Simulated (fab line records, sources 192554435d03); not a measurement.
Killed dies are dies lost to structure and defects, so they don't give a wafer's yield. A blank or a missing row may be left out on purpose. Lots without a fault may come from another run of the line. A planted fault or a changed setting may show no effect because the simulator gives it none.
Split-lot experiment | flow n5_finfet | 7 lots, 21 wafers read, on a route of 1938 steps

THE SPLIT
At N5_BEOL_M9_PECVD_70 (deposits SiO2 from TEOS/O2, target thk 20 nm, time 22.7 s), the setting time_s was moved away from the recipe's 22.7 s on 6 of the 21 wafers read, by -13.9% to -4.8%. The other wafers ran this setting at the recipe's value.

FROM THE SPLIT TO THE READING: what the file shows between them, 9 steps
- N5_BEOL_M9_COAT_59: time 60 s, resist thk 100 nm (also split here: spin_rpm)
- N5_BEOL_M9_COAT_60: time 60 s, resist thk 30 nm
- N5_BEOL_M9_COAT_05: resist thk 90 nm
- N5_BEOL_M9_DESCUM_16: chemistry O2, time 7.9 s
- N5_BEOL_M9_ETCH_61: etches SiARC in CF4, target depth 39 nm, time 65 s
- N5_BEOL_M9_ETCH_62: etches SOC in N2/H2, target depth 110 nm, overetch 22 nm, time 165 s
- N5_BEOL_M9_STRIP_68: strips in N2/H2
- N5_BEOL_M9_STRIP_67: strips in CF4
- N5_BEOL_M9_STRIP_80: strips in N2/H2, time 10 s

THE READING
SiO2_of_BEOL_M9_PECVD_70.thk_nm (the simulator's own value, which no gauge read), in nm, at N5_BEOL_M9_HM_STRIP_39 (strips TiN in peroxide tin strip, target depth 25 nm, time 158 s). The file gives no usual value for it. The 15 wafers here that ran the recipe average 19.8 nm, standard deviation 0.28 nm.

wafer  | tool, chamber at the split | time_s as run, s | against the recipe | SiO2_of_BEOL_M9_PECVD_70.thk_nm, nm | against lot-mates on the recipe
L075.3 | pecvd-04, 0                | 21.46            | -5.5%              | 18.2                                | -1.5
L075.4 | pecvd-04, 0                | 22.7             | recipe             | 19.8                                | -
L075.5 | pecvd-04, 1                | 22.7             | recipe             | 19.6                                | -
L077.2 | pecvd-02, 0,1,1            | 22.7             | recipe             | 19.8                                | -
L077.3 | pecvd-02, 0,1,1            | 22.7             | recipe             | 19.8                                | -
L077.4 | pecvd-02, 0,1,1            | 22.7             | recipe             | 20                                  | -
L081.2 | pecvd-02, 1                | 19.54            | -13.9%             | 17.2                                | -3.0
L081.5 | pecvd-02, 0                | 22.7             | recipe             | 20.2                                | -
L081.6 | pecvd-02, 2                | 19.54            | -13.9%             | 17                                  | -3.2
L080.1 | pecvd-02, 1                | 22.7             | recipe             | 20                                  | -
L080.3 | pecvd-02, 2                | 22.7             | recipe             | 19.4                                | -
L080.5 | pecvd-02, 1                | 22.7             | recipe             | 20.2                                | -
L085.2 | pecvd-04, 1                | 20.48            | -9.8%              | 17.6                                | -2.4
L085.4 | pecvd-04, 0                | 22.7             | recipe             | 19.8                                | -
L085.6 | pecvd-04, 2                | 22.7             | recipe             | 20.2                                | -
L088.1 | pecvd-01, 2                | 22.7             | recipe             | 19.6                                | -
L088.5 | pecvd-01, 1,0              | 22.7             | recipe             | 19.8                                | -
L088.6 | pecvd-01, 1,0              | 22.7             | recipe             | 19.8                                | -
L095.1 | pecvd-01, 1                | 22.7             | recipe             | 19.2                                | -
L095.3 | pecvd-01, 2,0              | 21.6             | -4.8%              | 18.8                                | -0.4
L095.6 | pecvd-01, 2,0              | 21.6             | -4.8%              | 18.8                                | -0.4
Where a row lists several chambers, the file gives one row for several wafers and doesn't say which wafer went through which chamber.

THE FIT
A straight line over all 21 wafers: SiO2_of_BEOL_M9_PECVD_70.thk_nm changes by +0.205 nm for each +1% of time_s; r = +0.96; the points scatter about the line by 0.28 nm.
The same after taking each lot's own level away (the mean of its wafers on the recipe; 21 wafers): +0.221 nm for each +1%; r = +0.97; scatter 0.28 nm.
On that fit, the largest move of time_s shifts the reading by 3.1 nm.
The lots' own levels span 19.20 to 20.20 nm, that is 3.6 times the standard deviation above.
So the lot-to-lot level changes the slope little: the two slopes agree.
Check: with one of the wafers moved furthest among these (-13.9%) left out of the fit, the line predicts -3.06 nm for it against its lot-mates. It came out at -3 nm against them.

OTHER SPLITS ON THESE WAFERS
These wafers also went through other splits before the reading. Each is held against what the fit with the lots' levels taken away leaves over:
other split on the same wafers | wafers away from the commonest value | r with SiO2_of_BEOL_M9_PECVD_70.thk_nm (lot level and that fit taken away)
N5_BEOL_M8_ETCH_65 source_w    | 6                                    | -0.03
N5_BEOL_M9_COAT_59 spin_rpm    | 8                                    | -0.16

THE WHOLE CHAIN: every reading that the file lists as answering this split, in the file's order
step                   | what it does                                                     | reading                                                                          | change (the file's fit)               | r (the file's)
N5_BEOL_M9_PECVD_70    | deposits SiO2 from TEOS/O2, target thk 20 nm, time 22.7 s        | SiO2_of_BEOL_M9_PECVD_70.thk_nm (the simulator's own value, which no gauge read) | +0.225 nm for each +1% of the setting | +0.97
N5_BEOL_M9_HM_STRIP_39 | strips TiN in peroxide tin strip, target depth 25 nm, time 158 s | SiO2_of_BEOL_M9_PECVD_70.thk_nm (the simulator's own value, which no gauge read) | +0.224 nm for each +1% of the setting | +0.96

THE FILE'S OWN FIT
SiO2_of_BEOL_M9_PECVD_70.thk_nm changes by +0.224 nm for each +1% of time_s, r = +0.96.
